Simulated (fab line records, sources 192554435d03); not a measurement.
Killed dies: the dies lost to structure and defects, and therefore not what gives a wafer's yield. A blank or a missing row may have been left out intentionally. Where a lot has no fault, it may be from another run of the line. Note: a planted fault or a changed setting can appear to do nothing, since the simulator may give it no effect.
Which tool was responsible? + flow n5Finfet + 10 lots, 30 wafers sampled, at 4 steps of a route of 1938

## WHAT EACH GAUGE READ, for each wafer
N5_BEOL_M1_CD_MEAS_28: target cd y 23.3 nm.
| lot  | measured     | on       | cdNm (nm)         |
|------|--------------|----------|-------------------|
| L234 | day 6 21:03  | cdSem-03 | 23.48 24.30 23.99 |
| L239 | day 8 14:24  | cdSem-01 | 23.94 24.24 23.93 |
| L240 | day 8 14:36  | cdSem-02 | 23.98 24.19 23.92 |
| L242 | day 8 19:10  | cdSem-02 | 23.93 24.09 23.87 |
| L241 | day 8 19:29  | cdSem-02 | 24.01 23.95 24.16 |
| L249 | day 10 18:08 | cdSem-03 | 24.08 23.86 23.73 |
| L248 | day 10 22:29 | cdSem-01 | 24.36 23.41 23.40 |
| L250 | day 10 22:33 | cdSem-02 | 24.23 24.30 23.92 |
| L251 | day 11 10:53 | cdSem-03 | 23.80 24.04 23.76 |
| L252 | day 11 23:55 | cdSem-03 | 23.88 24.05 23.74 |

## EACH LOT AND THE TOOL THAT RAN IT (in order: tool; ch and the chambers of the sampled wafers; start)
| lot  | N5_BEOL_M0_DEP_125              | N5_BEOL_M1_PECVD_72             | N5_BEOL_M1_STRIP_66               |
|------|---------------------------------|---------------------------------|-----------------------------------|
| L234 | pecvd-02 ch 1,2, day 6 19:19    | pecvd-03 ch 0,1,2, day 6 19:33  | rieDiel-01 ch 1,2,3, day 6 20:31  |
| L239 | pecvd-02 ch 1,2, day 8 09:25    | pecvd-02 ch 1,2, day 8 09:39    | rieDiel-05 ch 0,2, day 8 13:46    |
| L240 | pecvd-03 ch 0,1, day 8 09:44    | pecvd-02 ch 0,1, day 8 09:58    | rieDiel-05 ch 0,1,3, day 8 14:00  |
| L242 | pecvd-04 ch 0,2, day 8 16:18    | pecvd-03 ch 0,1, day 8 16:32    | rieDiel-05 ch 0,2,3, day 8 18:37  |
| L241 | pecvd-02 ch 0,1,2, day 8 16:36  | pecvd-02 ch 1,2, day 8 16:50    | rieDiel-01 ch 0,2,3, day 8 18:49  |
| L249 | pecvd-04 ch 0,1,2, day 10 14:07 | pecvd-01 ch 0,1, day 10 14:20   | rieDiel-01 ch 0,1,2, day 10 17:36 |
| L248 | pecvd-02 ch 0,1,2, day 10 17:44 | pecvd-03 ch 0,1,2, day 10 17:59 | rieDiel-05 ch 0,2,3, day 10 21:27 |
| L250 | pecvd-04 ch 0,1, day 10 18:08   | pecvd-03 ch 0,2, day 10 18:22   | rieDiel-05 ch 0,2,3, day 10 21:40 |
| L251 | pecvd-04 ch 0,2, day 11 08:05   | pecvd-02 ch 0,1, day 11 08:20   | rieDiel-04 ch 0,1,3, day 11 10:08 |
| L252 | pecvd-04 ch 0,1,2, day 11 18:46 | pecvd-02 ch 0,2, day 11 19:01   | rieDiel-05 ch 0,1,3, day 11 23:08 |
- N5_BEOL_M0_DEP_125: deposits SiCN from 3MS/NH3, target thk 8 nm, time 14 s.
- N5_BEOL_M1_PECVD_72: deposits SiO2 from TEOS/O2, target thk 16 nm, time 18 s.
- N5_BEOL_M1_STRIP_66: strips in CF4.

## THE ANSWER, worked out from the rows above alone
Rule: what is usual is taken from the lots themselves. The widest of any qualifying gaps counts: lots, ordered by their means at a reading, are off when they make up no more than a third of the lots, leave a main group of 4 or more, and stand apart from it by 3 or more times the standard deviation of that group's means. The tables above print the reading to a certain number of digits; a main group whose means all agree to those digits is not used. A lot without any number at a reading at which 4 lots or more have one is off too. Where the step has rows for the other lots, those lots are counted as sound.
Nothing can be told from this: no lot is off at any reading shown.

## WHAT THE SIMULATOR HAD INSERTED
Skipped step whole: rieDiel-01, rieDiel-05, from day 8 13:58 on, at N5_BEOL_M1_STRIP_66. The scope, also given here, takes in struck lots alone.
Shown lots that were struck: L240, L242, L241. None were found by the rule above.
